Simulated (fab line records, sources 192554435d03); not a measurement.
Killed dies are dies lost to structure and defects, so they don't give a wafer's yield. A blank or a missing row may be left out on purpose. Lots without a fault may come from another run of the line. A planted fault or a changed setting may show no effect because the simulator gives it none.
A struck lot beside a sound one | flow n5_finfet | 15 steps out of a route of 1938
Sound: wafers L769.3, L769.4, L769.5. Struck: wafers L760.1, L760.6. (L760.2 of the same lot was not struck and is left out.) The cause comes at the end.
At each step with rows: each side's tool, then ch and its chambers, then its first start. Under that, the readings that differ: sound wafers | struck wafers | difference of the means | sigmas: that difference in standard deviations of wafers without a fault.
alike: readings whose means differ by less than 2 such deviations, and words and numbers that are the same on both sides. not compared: withheld readings, readings that some wafer has no value for, bounds like >300 that may hide the same value, and numbers for which the record gives no deviation and whose values overlap.
The two part at a step that has a row with sigmas, a row that says differs or no value, or rows on one side only. Numbers that don't overlap but have no deviation are shown without sigmas and don't part them. A reading that every wafer of one side lacks parts them only if that side has two wafers or more.

first, 11 steps without rows for these wafers: N5_MOL_CONTACT_COAG_DESCUM_45 (chemistry O2, time 7 s); N5_MOL_CONTACT_COAG_ETCH_65 (etches underlayer in N2/H2, target depth 13 nm, time 10.4 s); N5_MOL_CONTACT_COAG_ETCH_66 (etches SiARC in CF4, target depth 13 nm, time 21.7 s); N5_MOL_CONTACT_COAG_ALD_133 (deposits SiO2, target thk 5 nm, pulse time 1 s, co reactant pulse time 1 s); N5_MOL_CONTACT_COAG_ETCHBACK_134 (etches SiO2 in CHF3, target depth 10 nm, time 6.7 s); N5_MOL_CONTACT_COAG_ETCH_67 (etches SOC in N2/H2, target depth 60 nm, overetch 21 nm, time 101.2 s); N5_MOL_CONTACT_COAG_STRIP_68 (strips in N2/H2); N5_MOL_CONTACT_COAG_STRIP_69 (strips in N2/H2); N5_MOL_CONTACT_COAG_ETCHBACK_136 (etches SiO2 in CHF3, target depth 25 nm, time 16.7 s); N5_MOL_CONTACT_COAG_STRIP_120 (strips in CHF3); N5_MOL_CONTACT_COAG_VIA_ETCH_117 (etches SiO2 in C4F6/O2, target depth 40 nm, overetch 8 nm, time 26 s).
N5_MOL_CONTACT_COAG_ETCH_124: etches SiNx in CH3F/O2, stops on SiOC, target depth 6.5 nm.
  sound on rie_diel-03 ch 0,3, day 10 02:05; struck on rie_diel-02 ch 2, day 7 11:27
  reading            | sound             | struck      | difference | sigmas
  rf_fwd_power_W (W) | 388.1 390.7 388.4 | 484.1 483.4 | +94.7      | +50
  alike: O2_flow_sccm, drypump_motor_current_A, oes_product_au, rf_vpp_V, showerhead_plenum_p_Torr, throttle_valve_pct
  not compared: rf_hours_counter_h
then, 1 step without rows for these wafers: N5_MOL_CONTACT_COAG_ETCH_48 (etches SiOC in C4F6/O2, target depth 15 nm, overetch 4.5 nm, time 17 s).
-- the record jumps here: 3 days lie between the struck wafers' starts before and after (it left off in module MOL_CONTACT_COAG and takes up again in module BEOL_M4, whose first step shown is number 1111 of the route) --
N5_BEOL_M4_RC_MEAS_101:
  sound on prober-02 ch 0, day 12 20:58; struck on prober-01 ch 0, day 10 02:40
  alike: DIBL_N, DIBL_P, IOFF_N, IOFF_P, ION_N, ION_P, SS_N, SS_P, VT_N, VT_P
-- the record jumps here: 5 days lie between the struck wafers' starts before and after (it left off in module BEOL_M4 and takes up again in module PASSIVATION, whose first step shown is number 1936 of the route) --
N5_PASSIVATION_PROBE_49:
  the record has rows for the struck wafers here (prober-01, day 14 20:10) and none for the sound ones

WHERE THEY PART
First at N5_MOL_CONTACT_COAG_ETCH_124; last, within this record, at N5_PASSIVATION_PROBE_49.

WHY: what the simulator had put in
Process parameter drift: rie_diel-02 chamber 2, from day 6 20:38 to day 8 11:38, at N5_MOL_CONTACT_COAG_ETCH_124. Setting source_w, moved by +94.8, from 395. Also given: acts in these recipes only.
